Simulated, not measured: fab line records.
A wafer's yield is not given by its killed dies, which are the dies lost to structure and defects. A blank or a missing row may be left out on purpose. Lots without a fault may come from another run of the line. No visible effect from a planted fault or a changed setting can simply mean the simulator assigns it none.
Chamber matching | flow n5_finfet | N5_BEOL_M11_CURE_71 on uv_cure-02: 3 sister chambers
The step cures SiCOH lowk, time 240 s. 3 wafers are shown with their chamber, then 7 later ones without.

## WAFERS PAIRED WITH THEIR CHAMBERS
wafer  | chamber | wafer_temp_C_max
L074.5 | 2       | 386.7
L080.4 | 0       | 386.4
L092.2 | 1       | 386.6

## WAFERS WHOSE CHAMBER IS MISSING
wafer  | wafer_temp_C_max
L092.3 | 386.0
L095.1 | 386.3
L095.2 | 386.0
L095.3 | 386.0
L097.1 | 386.2
L097.3 | 385.8
L097.6 | 386.3

## CHAMBER TAKEN BY EACH
wafer  | from the rows above          | in truth
L092.3 | can't be placed: 0 or 1 or 2 | 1
L095.1 | can't be placed: 0 or 1 or 2 | 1
L095.2 | can't be placed: 0 or 1 or 2 | 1
L095.3 | can't be placed: 0 or 1 or 2 | 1
L097.1 | can't be placed: 0 or 1 or 2 | 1
L097.3 | can't be placed: 0 or 1 or 2 | 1
L097.6 | can't be placed: 0 or 1 or 2 | 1
Correctly placed: 0 of 7. From these rows, 7 cannot be placed; in 7 the true chamber is one of the candidates. 0 placed wrongly.
How it was worked out, from the rows above alone: a wafer's distance from a chamber is the root of the sum, over the readings, of the square of ((its reading less the chamber's mean) divided by the reading's scatter). If the next closest chamber is less than 2 further off than the closest, the wafer can't be placed; otherwise it belongs to the closest. The mean given for a chamber averages the wafers shown for that chamber. The scatter: root of mean squared gap, hidden wafer to nearest shown wafer, with one shown wafer a chamber.
